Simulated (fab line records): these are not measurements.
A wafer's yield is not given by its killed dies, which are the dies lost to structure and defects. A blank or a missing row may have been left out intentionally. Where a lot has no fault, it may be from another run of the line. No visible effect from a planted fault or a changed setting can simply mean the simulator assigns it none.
Which tool did it?	flow n5_finfet	11 lots, 33 wafers sampled, at 5 steps of a route of 1938

## WHAT THE GAUGES READ, wafer by wafer
N5_BEOL_M14_THK_MEAS_01. Usual: M14_ILD_THK 1120 nm, standard deviation 14.
lot	measured	on	M14_ILD_THK (nm)	flag
L722	day 11 10:17	film_metro-02	1106 1122 1119	
L723	day 11 10:51	film_metro-01	1092 1115 1113	
L726	day 12 09:20	film_metro-02	1119 1119 1139	
L729	day 12 20:26	film_metro-01	1113 1110 1123	
L731	day 12 22:48	film_metro-02	1120 1122 1131	
L730	day 13 02:42	film_metro-01	1119 1144 1143	
L732	day 13 06:38	film_metro-01	1118 1130 1135	
L733	day 13 10:55	film_metro-01	1128 1121 1125	
L743	day 16 01:08	film_metro-02	1096 1096 1115	
L742	day 16 05:02	film_metro-02	1107 1140 1130	
L745	day 16 17:28	film_metro-01	1092 1115 1111	

N5_BEOL_M14_CD_MEAS_10 targets a cd of 250 nm. Usual: 250.2 nm for cd_nm, sd 1.2.
lot	measured	on	cd_nm (nm)	flag
L722	day 11 10:43	cd_sem-03	250.0 251.2 251.5	
L723	day 11 11:17	cd_sem-02	249.3 249.1 250.0	
L726	day 12 09:46	cd_sem-02	250.2 251.4 248.5	
L729	day 12 20:52	cd_sem-01	250.4 250.0 250.3	
L731	day 12 23:14	cd_sem-02	249.5 247.6 249.7	
L730	day 13 03:11	cd_sem-01	250.7 251.5 250.4	
L732	day 13 06:56	cd_sem-01	249.7 249.3 250.6	
L733	day 13 11:14	cd_sem-01	250.8 251.4 250.7	
L743	day 16 01:27	cd_sem-02	245.6 244.6 246.9	OFF
L742	day 16 05:28	cd_sem-03	244.0 245.1 244.6	OFF
L745	day 16 17:46	cd_sem-03	252.5 250.5 251.0	

## TOOL THAT RAN EACH LOT (tool first, then ch and the chambers of the sampled wafers, then the start)
lot	N5_BEOL_M13_ANNEAL_48	N5_BEOL_M13_CMP_49	N5_BEOL_M14_COAT_04
L722	rtp_anneal-02 ch 0, day 11 09:21	cmp-03 ch 2,3, day 11 09:38	litho_track-05 ch 0, day 11 10:19
L723	rtp_anneal-02 ch 0, day 11 09:58	cmp-01 ch 0,1,3, day 11 10:10	litho_track-04 ch 0, day 11 10:53
L726	rtp_anneal-02 ch 0, day 12 08:19	cmp-02 ch 0,1,3, day 12 08:38	litho_track-04 ch 0, day 12 09:22
L729	rtp_anneal-02 ch 0, day 12 19:21	cmp-02 ch 1,2,3, day 12 19:50	litho_track-05 ch 0, day 12 20:28
L731	rtp_anneal-01 ch 0, day 12 21:49	cmp-03 ch 0,1,3, day 12 22:07	litho_track-05 ch 0, day 12 22:50
L730	rtp_anneal-01 ch 0, day 13 01:44	cmp-03 ch 2,3, day 13 02:02	litho_track-04 ch 0, day 13 02:44
L732	rtp_anneal-01 ch 0, day 13 05:45	cmp-03 ch 0,1,3, day 13 06:02	litho_track-04 ch 0, day 13 06:40
L733	rtp_anneal-01 ch 0, day 13 09:59	cmp-02 ch 2,3, day 13 10:14	litho_track-05 ch 0, day 13 10:57
L743	rtp_anneal-01 ch 0, day 16 00:10	cmp-01 ch 0,1,2, day 16 00:31	litho_track-04 ch 0, day 16 01:11
L742	rtp_anneal-02 ch 0, day 16 04:01	cmp-01 ch 0,2,3, day 16 04:17	litho_track-04 ch 0, day 16 05:04
L745	rtp_anneal-02 ch 0, day 16 16:29	cmp-02 ch 2,3, day 16 16:49	litho_track-02 ch 0, day 16 17:29
- N5_BEOL_M13_ANNEAL_48: time 90 s.
- N5_BEOL_M13_CMP_49: polishes, stops on SiOC, t overpolish 17.1 s, target thk 420 nm.
- N5_BEOL_M14_COAT_04: resist thk 800 nm.

## WHAT THE TOOLS THEMSELVES READ (means of the sampled wafers that have a number; where no wafer has one, the mark that the record gives instead)
N5_BEOL_M13_ANNEAL_48. Usual: 225.92 for wafer_temp_C_max, sd 0.21.
lot	tool	wafer_temp_C_max	flag
L722	rtp_anneal-02	225.97	
L723	rtp_anneal-02	226.15	
L726	rtp_anneal-02	225.64	
L729	rtp_anneal-02	225.90	
L731	rtp_anneal-01	226.02	
L730	rtp_anneal-01	225.82	
L732	rtp_anneal-01	226.08	
L733	rtp_anneal-01	225.99	
L743	rtp_anneal-01	225.79	
L742	rtp_anneal-02	225.96	
L745	rtp_anneal-02	226.11	

N5_BEOL_M13_CMP_49. Usual: barrier_field_endpoint_s 30.3 s, standard deviation 0.55; motor_current_A 5.9 A, standard deviation 0.47; overpolish_run_s 17.099 s, standard deviation 0.0093.
lot	tool	barrier_field_endpoint_s (s)	motor_current_A (A)	overpolish_run_s (s)	flag
L722	cmp-03	30.2	6.6	17.101	
L723	cmp-01	31.0	6.2	17.094	
L726	cmp-02	30.1	6.1	17.096	
L729	cmp-02	30.7	5.9	17.103	
L731	cmp-03	30.3	6.0	17.103	
L730	cmp-03	30.5	6.2	17.101	
L732	cmp-03	30.6	6.2	17.095	
L733	cmp-02	30.0	6.1	17.101	
L743	cmp-01	30.4	5.7	17.098	
L742	cmp-01	31.0	6.0	17.110	
L745	cmp-02	30.8	5.7	17.087	

N5_BEOL_M14_COAT_04. Usual: 1703.9 rpm for spin_speed_rpm, sd 1.1.
lot	tool	spin_speed_rpm (rpm)	flag
L722	litho_track-05	1704.2	
L723	litho_track-04	1702.0	
L726	litho_track-04	1703.8	
L729	litho_track-05	1704.4	
L731	litho_track-05	1702.9	
L730	litho_track-04	1703.6	
L732	litho_track-04	1703.9	
L733	litho_track-05	1702.2	
L743	litho_track-04	1418.2	OFF
L742	litho_track-04	1418.8	OFF
L745	litho_track-02	1703.9	

## THE ANSWER, worked out from the rows above alone
Rule: a lot is off if the mean of its wafers that have a number lies more than 3 standard deviations from the usual mean. Also off: a lot with no number at a reading for which 4 or more lots have one. The other lots that the step has rows for count as sound. Order of review: gauges by route order, followed by the tools' own readings, for which a lot's mean as printed above is used. The first step at which some lot is off is used, and at that step the reading that is off furthest; a lot without a number counts as furthest.
Off, at N5_BEOL_M14_CD_MEAS_10 on cd_nm: L743, L742.
If a tool, at a process step before that reading, ran all the lots that are off and no sound lot after the first of them, it fits. The gauges at N5_BEOL_M14_CD_MEAS_10 aren't tried: what is off there is off at N5_BEOL_M14_COAT_04 too, on other tools, and a gauge's error can't cause that. Undecided on this evidence; 2 tools fit (cmp-01 at N5_BEOL_M13_CMP_49, litho_track-04 at N5_BEOL_M14_COAT_04).

## WHAT HAD BEEN PUT IN BY THE SIMULATOR
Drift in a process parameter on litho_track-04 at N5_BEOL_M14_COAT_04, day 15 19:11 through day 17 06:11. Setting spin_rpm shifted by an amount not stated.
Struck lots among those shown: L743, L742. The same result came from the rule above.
